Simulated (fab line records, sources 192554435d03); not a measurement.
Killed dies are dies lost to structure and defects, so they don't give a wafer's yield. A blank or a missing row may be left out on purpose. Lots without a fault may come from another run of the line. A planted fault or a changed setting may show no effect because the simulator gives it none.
fab line records | flow n5_finfet
record lots=11 wafers=27 last_day=17
route steps=1938 shown FIN_CUT@175 STI_FIN_REVEAL@196 DUMMY_GATE@215 BEOL_M4@1111 PASSIVATION@1936
lots that met no fault: from a run of the same line without faults
start_h: hours from the record's first day to the start of the lot's first wafer shown | wait_h: hours since the lot's step before | " the same as in the row above | L1.1+2: a row that stands for several wafers | - no value, or no start given | * or withheld: withheld | < > ~ a bound
route shown NAME@n: a module of which the file shows steps, and the number in the route of the first | usual: mean/standard deviation of fault-free wafers | same: alike in all rows | chamber/n: place in a boat | sites: the reading at each site | _std_site: their standard deviation | _edge_site: outer sites' mean less inner sites' | radius_mm: how far each site lies from the wafer's centre | mask NAME#n: copy n | behind: the tool/chamber that last shaped the wafer | hold: why the lot was held/for how many hours/how that ended | device: the transistor (n, p or np) that didn't switch | end of line: the same wafers' tests at the end of the route | a step without rows: its recipe alone | killed: dies lost to structure and defects at the first sort, not the wafer's yield | map: a wafer's dies, x killed, . not, _ none there
set.NAME: the setting as run; set.NAME@STEP: as run at that earlier step | model.NAME: the simulator's own value behind a step, which no gauge read
steps of the route over a sample of lots; a table a step, a row a wafer
services: from which hour (start_h, from the record's first day; less than 0 if before it) a tool's chamber was out of use, for how many hours, and why
## steps
# step N5_FIN_CUT_PRECLEAN_35
# recipe time_s=13.3 temp_c=45 pressure_torr=125 p_hf_torr=3 p_coreactant_torr=25 chemistry=vHF
# usual drypump_motor_current_A=5.59/0.25
# columns lot.wafer tool chamber start_h wait_h drypump_motor_current_A
L719.1 vapor_etch-01 1 30.12 1.3 5.70
L719.4 " 0 " " 5.58
L720.4 vapor_etch-01 1 34.52 0.1 5.69
L720.6 " 0 " " 5.59
L721.2 vapor_etch-02 0 40.58 0.0 5.88
L721.5 " 0 " " 5.88
L723.1 vapor_etch-01 1 53.56 0.0 5.70
L723.2 " 0 " " 5.58
L723.6 " 1 " " 5.67
L725.2 vapor_etch-02 0 63.25 0.0 5.90
L725.3 " 1 " " 5.21
L725.6 " 0 " " 5.88
L731.2 vapor_etch-02 1 109.48 0.0 5.20
L731.4 " 0 " " 5.88
L732.3 vapor_etch-01 0 109.93 0.1 5.57
L732.5 " 0 " " 5.58
L732.6 " 1 " " 5.71
L734.3 vapor_etch-01 1 120.65 0.1 5.70
L734.4 " 0 " " 5.57
L734.6 " 0 " " 5.59
L735.4 vapor_etch-02 1 124.85 0.1 5.18
L735.5 " 1 " " 5.20
L736.1 vapor_etch-02 0 129.95 0.0 5.90
L736.2 " 1 " " 5.17
L736.6 " 0 " " 5.89
L741.5 vapor_etch-01 0 158.79 0.1 5.59
L741.6 " 1 " " 5.69
# step N5_STI_FIN_REVEAL_RECESS_09
# recipe chemistry=HF/NH3 target=SiO2 afs_cycles=11 target_depth_a=425 temp_c=30 sublimation_temp_c=180 sublimation_time_s=60
# usual drypump_motor_current_A=5.58/0.28
# columns lot.wafer tool chamber start_h wait_h drypump_motor_current_A
L719.1 vapor_etch-01 0 36.67 0.0 5.58
L719.4 " 0 " " 5.58
L720.4 vapor_etch-01 0 41.30 0.6 5.58
L720.6 " 0 " " 5.59
L721.2 vapor_etch-01 1 46.95 0.0 5.72
L721.5 " 1 48.01 1.1 5.70
L723.1 vapor_etch-02 0 59.85 0.0 5.89
L723.2 " 1 " " 5.21
L723.6 " 1 60.91 1.1 5.21
L725.2 vapor_etch-02 1 69.91 0.0 5.19
L725.3 " 0 " " 5.90
L725.6 " 1 " " 5.20
L731.2 vapor_etch-01 0 116.46 0.0 5.58
L731.4 " 0 " " 5.57
L732.3 vapor_etch-02 1 116.73 0.6 5.19
L732.5 " 1 " " 5.19
L732.6 " 0 " " 5.89
L734.3 vapor_etch-02 0 127.91 0.7 5.90
L734.4 " 1 " " 5.21
L734.6 " 1 " " 5.19
L735.4 vapor_etch-02 0 131.63 0.6 5.89
L735.5 " 1 " " 5.17
L736.1 vapor_etch-01 0 137.99 0.0 5.58
L736.2 " 1 " " 5.71
L736.6 " 1 139.05 1.1 5.68
L741.5 vapor_etch-02 0 166.32 1.1 5.87
L741.6 " 1 " " 5.20
# step N5_STI_FIN_REVEAL_CD_MEAS_22
# recipe target_cd_nm=6.238 pitch_nm=28 polarity=line
# usual cd_nm=6.28/0.27
# columns lot.wafer tool chamber start_h wait_h cd_nm
L719.1 cd_sem-03 - 39.33 0.0 6.20
L719.4 " - " " 5.89
L720.4 cd_sem-03 - 43.44 0.0 6.41
L720.6 " - " " 6.59
L721.2 cd_sem-03 - 49.62 0.0 6.44
L721.5 " - " " 6.35
L723.1 cd_sem-01 - 62.52 0.0 6.42
L723.2 " - " " 6.36
L723.6 " - " " 6.77
L725.2 cd_sem-01 - 72.59 0.0 5.89
L725.3 " - " " 6.25
L725.6 " - " " 6.05
L732.3 cd_sem-01 - 118.87 0.0 6.24
L732.5 " - " " 5.87
L732.6 " - " " 6.54
L731.2 cd_sem-01 - 119.14 0.0 5.96
L731.4 " - " " 6.72
L734.3 cd_sem-03 - 130.22 0.0 6.07
L734.4 " - " " 6.60
L734.6 " - " " 6.19
L735.4 cd_sem-02 - 134.09 0.0 5.55
L735.5 " - " " 6.47
L736.1 cd_sem-03 - 140.98 0.0 5.87
L736.2 " - " " 6.50
L736.6 " - " " 6.05
L741.5 cd_sem-01 - 167.99 0.0 6.52
L741.6 " - " " 6.22
# step N5_DUMMY_GATE_CVD_03
# recipe material=a-Si target_thk_a=1500 temp_c=530 precursor=SiH4 time_s=8042
# usual spike_tc_bottom_C=551.6/1.5 spike_tc_centre_C=530.4/0.72
# columns lot.wafer tool chamber start_h wait_h spike_tc_bottom_C spike_tc_centre_C
L719.1 lpcvd-02 1/40 39.65 0.1 551.7 530.7
L719.4 " 1/54 " " 551.7 530.7
L720.4 lpcvd-01 1/104 43.79 0.1 553.5 530.0
L720.6 " 1/114 " " 553.5 530.0
L721.2 lpcvd-02 1/70 51.34 0.5 551.9 530.9
L721.5 " 1/84 " " 551.9 530.9
L723.1 lpcvd-02 1/90 62.84 0.1 550.8 531.1
L723.2 " 1/95 " " 550.8 531.1
L723.6 " 1/114 " " 550.8 531.1
L725.2 lpcvd-02 0/20 73.40 0.1 553.6 530.6
L725.3 " 0/25 " " 553.6 530.6
L725.6 " 0/39 " " 553.6 530.6
L732.3 lpcvd-01 1/25 119.21 0.1 - -
L732.5 " 1/34 " " - -
L732.6 " 1/39 " " - -
L731.2 lpcvd-02 1/20 121.99 2.6 551.0 531.5
L731.4 " 1/29 " " 551.0 531.5
L734.3 lpcvd-02 1/50 133.19 1.0 551.0 531.8
L734.4 " 1/54 " " 551.0 531.8
L734.6 " 1/64 " " 551.0 531.8
L735.4 lpcvd-01 0/104 142.52 7.7 550.1 530.7
L735.5 " 0/109 " " 550.1 530.7
L736.1 lpcvd-01 1/15 142.52 1.3 553.4 530.0
L736.2 " 1/20 " " 553.4 530.0
L736.6 " 1/39 " " 553.4 530.0
L741.5 lpcvd-01 0/109 168.72 0.0 549.6 530.5
L741.6 " 0/114 " " 549.6 530.5
# step N5_DUMMY_GATE_THK_MEAS_05
# usual thk_nm=72.4/1.7
# columns lot.wafer tool chamber start_h wait_h thk_nm
L719.1 film_metro-01 - 45.45 0.1 73.5
L719.4 " - " " 72.3
L720.4 film_metro-01 - 47.77 0.2 75.7
L720.6 " - " " 74.6
L721.2 film_metro-01 - 55.33 0.2 70.4
L721.5 " - " " 71.3
L723.1 film_metro-02 - 66.90 0.2 72.0
L723.2 " - " " 72.3
L723.6 " - " " 72.4
L725.2 film_metro-02 - 77.38 0.2 72.0
L725.3 " - " " 70.5
L725.6 " - " " 72.2
L732.3 film_metro-02 - 125.02 0.2 2.0
L732.5 " - " " 2.0
L732.6 " - " " 2.0
L731.2 film_metro-01 - 125.96 0.2 70.3
L731.4 " - " " 70.5
L734.3 film_metro-02 - 139.00 0.1 75.6
L734.4 " - " " 71.8
L734.6 " - " " 72.4
L736.1 film_metro-01 - 146.49 0.2 73.6
L736.2 " - " " 72.8
L736.6 " - " " 72.9
L735.4 film_metro-02 - 146.49 0.2 72.8
L735.5 " - " " 75.8
L741.5 film_metro-02 - 172.70 0.1 70.6
L741.6 " - " " 74.4
# step N5_DUMMY_GATE_CD_MEAS_24
# recipe target_cd_nm=15
# usual cd_nm=15.2/0.5
# columns lot.wafer tool chamber start_h wait_h cd_nm
L719.1 cd_sem-01 - 52.70 0.1 15.2
L719.4 " - " " 15.0
L720.4 cd_sem-01 - 55.15 0.1 15.4
L720.6 " - " " 15.3
L721.2 cd_sem-02 - 60.82 0.1 14.2
L721.5 " - " " 15.9
L723.1 cd_sem-01 - 72.44 0.1 14.6
L723.2 " - " " 15.8
L723.6 " - " " 15.4
L725.2 cd_sem-02 - 82.81 0.1 15.6
L725.3 " - " " 15.3
L725.6 " - " " 15.3
L732.3 cd_sem-01 - 131.36 0.1 -
L732.5 " - " " -
L732.6 " - " " -
L731.2 cd_sem-01 - 137.79 0.1 15.0
L731.4 " - " " 15.0
L734.3 cd_sem-03 - 147.99 0.1 14.6
L734.4 " - " " 15.0
L734.6 " - " " 14.8
L736.1 cd_sem-03 - 152.53 0.1 15.6
L736.2 " - " " 15.8
L736.6 " - " " 14.8
L735.4 cd_sem-01 - 152.68 0.1 15.0
L735.5 " - " " 15.0
L741.5 cd_sem-02 - 178.00 0.0 15.2
L741.6 " - " " 16.3
# step N5_BEOL_M4_RC_MEAS_101
# usual DIBL_N=36.0/2 DIBL_P=35.9/2.5 IOFF_N=0.16/0.038 IOFF_P=0.21/0.04 ION_N=675/14 ION_P=462/9.4 SS_N=71.5/0.75 SS_P=73.2/0.74 VT_N=250/3.9 VT_P=-251/3.2
# columns lot.wafer tool chamber start_h wait_h DIBL_N[mV/V] DIBL_P[mV/V] IOFF_N[nA/um] IOFF_P[nA/um] ION_N[uA/um] ION_P[uA/um] SS_N[mV/dec] SS_P[mV/dec] VT_N[mV] VT_P[mV]
L720.4 prober-01 0 164.16 0.5 35.2 35.1 0.17 0.22 691 472 70.9 73.1 244 -245
L720.6 " 0 " " 36.8 35.2 0.21 0.22 694 466 71.7 73.5 242 -246
L719.1 prober-01 0 166.62 0.0 37.7 35.8 0.20 0.20 667 455 72.2 72.8 249 -252
L719.4 " 0 " " 36.3 33.6 0.16 0.16 675 452 71.1 72.4 250 -255
L721.2 prober-01 0 178.60 0.2 40.0 37.8 0.23 0.28 690 468 72.1 74.2 242 -246
L721.5 " 0 " " 32.6 30.3 0.12 0.18 679 474 69.8 72.2 249 -251
L723.1 prober-01 0 197.12 0.0 37.3 37.2 0.17 0.19 664 446 72.3 73.7 251 -255
L723.2 " 0 " " 32.4 31.9 0.11 0.14 654 445 70.8 72.6 256 -257
L723.6 " 0 " " 38.7 39.4 0.20 0.25 670 459 71.8 74.5 246 -251
L725.2 prober-02 0 200.00 0.2 32.5 32.2 0.11 0.16 679 473 69.6 71.7 256 -251
L725.3 " 0 " " 35.9 35.1 0.15 0.19 676 460 70.2 73.4 251 -251
L725.6 " 0 " " 35.7 35.0 0.15 0.18 675 464 70.1 72.7 251 -249
L731.2 prober-01 0 249.63 0.2 33.6 33.9 0.11 0.16 669 461 71.3 72.5 254 -254
L731.4 " 0 " " 37.2 37.7 0.18 0.20 682 460 71.8 73.6 248 -254
L734.3 prober-01 0 268.25 0.3 38.6 39.3 0.22 0.24 685 466 72.4 73.3 248 -251
L734.4 " 0 " " 38.6 39.2 0.21 0.26 683 472 72.2 73.0 248 -248
L734.6 " 0 " " 35.6 36.2 0.17 0.20 696 474 71.3 72.3 248 -249
L736.1 prober-02 0 269.86 0.0 33.6 34.1 0.12 0.17 669 457 71.5 72.7 255 -253
L736.2 " 0 " " 35.3 36.7 0.14 0.20 647 447 71.2 72.7 251 -249
L736.6 " 0 " " 34.5 37.0 0.14 0.21 688 473 70.9 73.6 250 -249
L735.4 prober-01 0 272.49 0.5 34.9 34.7 0.13 0.18 658 448 72.0 73.1 254 -253
L735.5 " 0 " " 39.8 40.8 0.25 0.29 683 465 72.4 74.8 242 -246
L741.5 prober-01 0 301.39 0.6 34.7 35.0 0.12 0.17 664 460 71.2 72.7 254 -253
L741.6 " 0 " " 33.0 31.9 0.11 0.15 663 464 70.9 71.9 258 -256
# step N5_PASSIVATION_PROBE_49
# usual defect_limited_yield=91.3/1.5 killed_at_M0_to_M3=33/12 killed_at_M4_up=15/5.2 killed_at_contacts=12/5.1 killed_at_front_end=39/11 killed_at_other=5/3.6 killed_dies=103/18 killed_on_rim=14/4.3 killed_open=67/13 killed_short=33/7.8 sort_bin_5_function=5.1/0.96 sort_bin_6_memory=3.2/0.71 sort_bin_8_speed=0.01/0.063 sort_n_pass=1077/18
# same gross_dies=1180 killed_at_back_side=0 sort_bin_4_leakage[%]=0
# columns lot.wafer tool chamber start_h wait_h defect_limited_yield[%] killed_at_M0_to_M3 killed_at_M4_up killed_at_contacts killed_at_front_end killed_at_other killed_dies killed_on_rim killed_open killed_short sort_bin_5_function[%] sort_bin_6_memory[%] sort_bin_8_speed[%] sort_n_pass
L723.1 prober-01 - 292.12 0.0 92.3 16 12 13 46 4 91 13 68 20 4.3 3.0 0 1089
L723.2 prober-01 - 292.17 0.1 95.3 16 7 5 25 2 55 7 41 13 3.1 1.4 0 1125
L723.6 prober-01 - 292.37 0.3 92.9 10 21 12 37 4 84 8 57 23 4.9 2.0 0 1096
L725.2 prober-02 - 297.90 0.1 92.3 18 14 11 37 11 91 11 68 22 5.2 2.5 0 1089
L725.3 prober-02 - 297.95 0.1 89.3 49 21 19 31 6 126 22 97 29 6.7 3.6 0 1054
L725.6 prober-02 - 298.10 0.3 91.8 19 15 18 28 17 97 16 57 40 4.8 3.1 0 1083
L731.2 prober-01 - 348.63 0.1 92.6 22 20 5 35 5 87 9 53 25 4.3 2.1 0 1093
L731.4 prober-01 - 348.73 0.2 91.6 24 19 13 41 2 99 16 49 42 4.5 3.1 0 1081
L732.3 prober-02 - 348.89 0.1 0 6 1 2 1170 1 1180 152 11 8 73.3 2.3 0 0
L732.5 prober-02 - 348.99 0.2 0 4 6 1 1168 1 1180 152 16 9 71.8 3.2 0 0
L732.6 prober-02 - 349.04 0.3 0 6 3 1 1169 1 1180 152 13 6 72.6 3.1 0 0
# killed by level:class
L723.1 MOL_CONTACT_COAG:geometric_particle:open=12 FIN_SAQP:geometric_particle:open=8 STI_FIN_REVEAL:geometric_particle:open=7 FIN_SAQP:geometric_particle:short=6 BEOL_M3:geometric_particle:open=6 GATE_CUT:geometric_particle:open=5 BEOL_M4:geometric_particle:open=5 STARTING-WAFER:geometric_particle:open=5
L723.2 BEOL_M3:geometric_particle:open=7 STI_FIN_REVEAL:geometric_particle:open=6 GATE_CUT:geometric_particle:open=6 FIN_SAQP:geometric_particle:open=3 MOL_CONTACT_COAG:geometric_particle:short=3 BEOL_M4:geometric_particle:open=3 GATE_CUT:geometric_particle:short=2 MOL_CONTACT_COAG:geometric_particle:open=2
L723.6 FIN_SAQP:geometric_particle:open=12 MOL_CONTACT_COAG:geometric_particle:open=10 BEOL_M4:geometric_particle:open=6 STI_FIN_REVEAL:geometric_particle:open=4 SPACER0:geometric_particle:short=4 BEOL_M7:geometric_particle:open=4 FIN_SAQP:geometric_particle:short=3 BEOL_M2:geometric_particle:open=3
L725.2 MOL_CONTACT_COAG:geometric_particle:open=11 STI_FIN_REVEAL:geometric_particle:open=10 BEOL_M4:geometric_particle:open=6 BEOL_M5:geometric_particle:open=5 STARTING-WAFER:geometric_particle:open=5 BEOL_M1:geometric_particle:open=4 ILD0:geometric_particle:open=4 GATE_CUT:geometric_particle:short=4
L725.3 MOL_CONTACT_COAG:geometric_particle:open=17 BEOL_M1:geometric_particle:open=17 BEOL_M4:geometric_particle:open=13 BEOL_M3:geometric_particle:open=10 GATE_CUT:geometric_particle:short=7 FIN_SAQP:geometric_particle:open=6 GATE_CUT:geometric_particle:open=6 BEOL_M2:geometric_particle:open=6
L725.6 MOL_CONTACT_COAG:geometric_particle:open=10 MOL_CONTACT_COAG:geometric_particle:short=8 BEOL_M4:geometric_particle:open=7 FIN_SAQP:geometric_particle:open=6 BEOL_M3:geometric_particle:open=6 PASS1_CAP:geometric_particle:open=5 FIN_SAQP:geometric_particle:short=4 BEOL_M0_SAQP:geometric_particle:short=4
L731.2 BEOL_M4:geometric_particle:open=11 BEOL_M0_SAQP:geometric_particle:open=10 BEOL_M0_SAQP:geometric_particle:short=8 HKMG_FIN:area_etch=8 STI_FIN_REVEAL:geometric_particle:open=7 FIN_SAQP:geometric_particle:open=6 FIN_SAQP:geometric_particle:short=4 MOL_CONTACT_COAG:geometric_particle:open=4
L731.4 FIN_SAQP:geometric_particle:short=13 FIN_SAQP:geometric_particle:open=10 BEOL_M4:geometric_particle:open=8 MOL_CONTACT_COAG:geometric_particle:open=7 HKMG_FIN:area_etch=7 MOL_CONTACT_COAG:geometric_particle:short=6 BEOL_M0_SAQP:geometric_particle:short=6 BEOL_M2:geometric_particle:open=6
L732.3 DUMMY_GATE:lost_pattern=1152 DUMMY_GATE:area_cvd=9 BEOL_M0_SAQP:geometric_particle:open=5 STI_FIN_REVEAL:geometric_particle:open=3 FIN_SAQP:geometric_particle:short=2 GATE_CUT:geometric_particle:short=2 STI_FIN_REVEAL:geometric_particle:short=1 MOL_CONTACT_COAG:geometric_particle:open=1
L732.5 DUMMY_GATE:lost_pattern=1152 STI_FIN_REVEAL:geometric_particle:open=3 BEOL_M5:geometric_particle:open=3 DUMMY_GATE:area_cvd=3 FIN_SAQP:geometric_particle:short=2 FIN_SAQP:geometric_particle:open=2 GATE_CUT:geometric_particle:short=2 BEOL_M1:geometric_particle:open=2
L732.6 DUMMY_GATE:lost_pattern=1155 DUMMY_GATE:area_cvd=6 FIN_SAQP:geometric_particle:open=2 STI_FIN_REVEAL:geometric_particle:open=2 GATE_CUT:geometric_particle:short=2 BEOL_M0_SAQP:geometric_particle:open=2 FIN_SAQP:geometric_particle:short=1 BEOL_M12:geometric_particle:open=1
## services
# columns tool chamber start_h hours kind
lpcvd-02 - 13.43 6.1 pm
vapor_etch-02 - 21.22 14.6 pm
vapor_etch-01 - 67.59 0.8 repair
vapor_etch-02 0 75.10 0.7 repair
vapor_etch-01 - 78.54 0.8 repair
vapor_etch-01 - 86.88 14.6 pm
lpcvd-01 - 136.41 6.1 pm
## key
first_sign step=N5_DUMMY_GATE_CVD_03 reading=tool_record direction=missing
effect step=N5_DUMMY_GATE_THK_MEAS_05 reading=thk_nm direction=down sigmas=41 usual=* struck=*
effect step=N5_DUMMY_GATE_CD_MEAS_24 reading=cd_nm direction=missing
effect step=N5_PASSIVATION_PROBE_49 reading=killed_at_front_end direction=up sigmas=99+ usual=39 struck=1169
met_at N5_DUMMY_GATE_CVD_03
struck_lots L732
later_rows_left_out L732.3,L732.5,L732.6
not_acting_at N5_FIN_CUT_PRECLEAN_35,N5_STI_FIN_REVEAL_RECESS_09,N5_STI_FIN_REVEAL_CD_MEAS_22
onset_between 73.40 119.21
fault kind=skipped_step_whole tool=lpcvd-01,lpcvd-02 chamber=- onset_h=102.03 steps=N5_DUMMY_GATE_CVD_03 scope=struck_lots_only
# later_rows_left_out: the simulator's readings of these wafers behind a module that went badly wrong aren't trusted and aren't shown, but for the sort
